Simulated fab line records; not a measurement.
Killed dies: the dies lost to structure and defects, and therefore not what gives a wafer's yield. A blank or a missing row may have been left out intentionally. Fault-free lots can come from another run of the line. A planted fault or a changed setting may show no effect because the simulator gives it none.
Chamber matching ; flow n5_finfet ; 4 sister chambers for N5_BEOL_M6_DESCUM_16 on rie_diel-03
The step chemistry O2, time 7.9 s. 16 wafers are shown with their chamber, then 8 later ones without.

== WAFERS PAIRED WITH THEIR CHAMBERS ==
wafer;chamber;drypump_motor_current_A (A);showerhead_plenum_p_Torr (Torr);throttle_valve_pct (%)
L076.2;1;6.5;2.20;20.38
L076.3;0;5.5;2.04;20.07
L076.5;2;5.3;1.98;20.50
L077.1;2;5.3;1.97;20.52
L077.4;3;4.8;2.16;20.76
L077.5;3;4.9;2.16;20.77
L081.1;3;4.8;2.16;20.78
L081.4;2;5.3;1.97;20.53
L081.5;3;4.8;2.16;20.76
L080.2;0;5.5;2.04;20.09
L080.3;2;5.3;1.97;20.53
L080.6;2;5.3;1.97;20.53
L084.2;1;6.5;2.20;20.39
L084.3;3;4.8;2.15;20.78
L084.5;2;5.3;1.97;20.54
L085.3;2;5.3;1.97;20.55

SIGNATURES (averages over the wafers above)
reading;chamber 0;chamber 1;chamber 2;chamber 3;scatter within a chamber
drypump_motor_current_A;5.500;6.500;5.300;4.820;0.0258
showerhead_plenum_p_Torr;2.0400;2.2000;1.9714;2.1580;0.00372
throttle_valve_pct;20.0800;20.3850;20.5286;20.7700;0.0133
Rule: a wafer lies at a distance from a chamber equal to the root of the sum of squares, over the readings, of (its reading less the chamber's mean, divided by the reading's scatter). If the next closest chamber is less than 2 further off than the closest, the wafer can't be placed; otherwise it belongs to the closest. The scatter: take each reading less its chamber's mean, square it, sum over the shown wafers, divide by the number of wafers less the number of chambers, and take the root.

== WAFERS WHOSE CHAMBER IS MISSING ==
wafer;drypump_motor_current_A (A);showerhead_plenum_p_Torr (Torr);throttle_valve_pct (%)
L085.4;5.5;2.04;20.10
L085.5;5.3;1.97;20.55
L087.4;5.5;2.04;20.12
L087.5;6.5;2.20;20.41
L087.6;5.5;2.04;20.11
L096.2;5.5;2.03;20.17
L096.4;6.5;2.19;20.46
L096.6;4.8;2.14;20.40

== THE CHAMBER EACH PASSED THROUGH ==
wafer;from the rows above;in truth
L085.4;0;0
L085.5;2;2
L087.4;0;0
L087.5;1;1
L087.6;0;0
L096.2;0;0
L096.4;1;1
L096.6;3;3
Correct placement for 8 of the 8. Not placeable from these rows: 0. 0 placed wrongly.
